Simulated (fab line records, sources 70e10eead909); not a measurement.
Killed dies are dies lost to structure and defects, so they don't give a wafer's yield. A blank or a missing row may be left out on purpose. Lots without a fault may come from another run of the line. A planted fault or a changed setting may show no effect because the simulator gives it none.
Chamber matching | flow nand_harc | NHARC_A_CHANNEL_HOLE_D1_ETCH_38 on rie_diel-06: 4 sister chambers
The step etches the open film in CF4, target depth 39 nm, time 65 s. 8 wafers are shown with their chamber, then 9 later ones without.

WAFERS WITH THEIR CHAMBER
wafer  | chamber | drypump_motor_current_A (A) | rf_vpp_V (V)
L112.4 | 3       | 6.2                         | 150.1
L116.6 | 0       | 6.1                         | 151.5
L120.1 | 1       | 5.6                         | 152.6
L120.3 | 0       | 6.2                         | 151.1
L120.4 | 2       | 5.3                         | 149.3
L119.2 | 3       | 6.2                         | 151.2
L119.4 | 2       | 5.3                         | 151.2
L119.6 | 1       | 5.6                         | 152.2

WAFERS WITHOUT THEIR CHAMBER
wafer  | drypump_motor_current_A (A) | rf_vpp_V (V)
L126.1 | 6.2                         | 151.9
L126.2 | 5.6                         | 151.5
L126.3 | 6.1                         | 150.4
L125.2 | 6.2                         | 151.4
L125.5 | 5.3                         | 148.9
L125.6 | 5.6                         | 150.4
L128.2 | 6.1                         | 150.6
L128.3 | 6.3                         | 151.3
L128.6 | 6.1                         | 149.5

WHICH CHAMBER EACH WENT THROUGH
wafer  | from the rows above     | in truth
L126.1 | can't be placed: 3 or 0 | 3
L126.2 | 1                       | 1
L126.3 | can't be placed: 0 or 3 | 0
L125.2 | can't be placed: 3 or 0 | 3
L125.5 | 2                       | 2
L125.6 | 1                       | 1
L128.2 | can't be placed: 0 or 3 | 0
L128.3 | can't be placed: 3 or 0 | 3
L128.6 | can't be placed: 0 or 3 | 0
Placed correctly: 3 of 9. Can't be placed from these rows: 6 (the true chamber is among the candidates in 6). Placed wrongly: 0.
How it was worked out, from the rows above alone: a wafer's distance from a chamber is the root of the sum, over the readings, of the square of ((its reading less the chamber's mean) divided by the reading's scatter). The wafer belongs to the nearest chamber; if the next one is less than 2 further off, it can't be placed. A chamber's mean is the mean of its shown wafers. The scatter: the root of (the sum of the squares of (reading less its chamber's mean) over the shown wafers, divided by (wafers less chambers)).
